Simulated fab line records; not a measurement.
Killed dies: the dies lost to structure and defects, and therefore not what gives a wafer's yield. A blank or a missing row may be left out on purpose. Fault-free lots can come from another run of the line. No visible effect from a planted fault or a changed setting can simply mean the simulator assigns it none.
Lot-split experiment    flow n5-finfet    on a route of 1938 steps: 7 lots, 21 wafers read

== SPLIT DETAILS ==
At N5_BEOL_M5_ETCH_62 (etches SOC in N2/H2, target depth 75 nm, overetch 15 nm, time 112.5 s), the setting source-w was moved away from the recipe's 840 W on 6 of the 21 wafers read, by +4.9% to +15.1%. For the rest of the wafers, this setting stayed at what the recipe calls for.

The reading is taken at the split's own step.

== THE READING ==
rf-vpp-V, in V, at N5_BEOL_M5_ETCH_62 (etches SOC in N2/H2, target depth 75 nm, overetch 15 nm, time 112.5 s). A value of 524 V with a standard deviation of 3.2 V is what fault-free wafers of this fab line usually give.

wafer   tool, chamber at the split  source-w as run, W  against the recipe  rf-vpp-V, V  against lot-mates on the recipe
L075.1  rie-diel-02, 3              840                 recipe              525          -
L075.2  rie-diel-02, 2              900.1               +7.2%               513          -12
L075.5  rie-diel-02, 3              900.1               +7.2%               513          -12
L080.2  rie-diel-01, 3              840                 recipe              525          -
L080.5  rie-diel-01, 3              840                 recipe              527          -
L080.6  rie-diel-01, 0              840                 recipe              527          -
L081.1  rie-diel-04, 3              966.7               +15.1%              495          -29
L081.3  rie-diel-04, 1              840                 recipe              524          -
L081.5  rie-diel-04, 0              966.7               +15.1%              498          -26
L084.1  rie-diel-04, 3              840                 recipe              518          -
L084.2  rie-diel-04, 0              840                 recipe              521          -
L084.3  rie-diel-04, 1              840                 recipe              524          -
L088.2  rie-diel-04, 1              840                 recipe              524          -
L088.3  rie-diel-04, 0              840                 recipe              522          -
L088.5  rie-diel-04, 1              840                 recipe              523          -
L092.1  rie-diel-04, 2              840                 recipe              526          -
L092.4  rie-diel-04, 1              840                 recipe              523          -
L092.5  rie-diel-04, 1              840                 recipe              524          -
L096.1  rie-diel-04, 0              881                 +4.9%               513          -12
L096.2  rie-diel-04, 2              840                 recipe              525          -
L096.3  rie-diel-04, 3              881                 +4.9%               509          -16

THE FIT
A straight line over all 21 wafers: rf-vpp-V changes by -1.81 V for each +1% of source-w; r = -0.96; the points scatter about the line by 2.6 V.
The same after taking each lot's own level away (the mean of its wafers on the recipe; 21 wafers): -1.85 V for each +1%; r = -0.97; scatter 2.2 V.
On that fit, the largest move of source-w shifts the reading by 28 V.
Across the lots, their own levels run from 521.0 to 526.3 V, a range of 1.7 times the standard deviation given above.
So the lot-to-lot level changes the slope little: the two slopes agree.
Check: with one of the wafers moved furthest among these (+15.1%) left out of the fit, the line predicts -27.8 V for it against its lot-mates. Against them it came out at -29 V.
Tool readings at the split's step, against how far the setting was moved: rf-vpp-V r = -0.96.

== OTHER SPLITS ON THESE WAFERS ==
Note: prior to the reading, these wafers also went through further splits. Each is held against what the fit with the lots' levels taken away leaves over:
other split on the same wafers  wafers away from the commonest value  r with rf-vpp-V (lot level and that fit taken away)
N5_BEOL_M5_ETCH_72 bias-w       9                                     -0.24

== THE FILE'S OWN FIT ==
rf-vpp-V changes by -1.86 V for each +1% of source-w, r = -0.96.
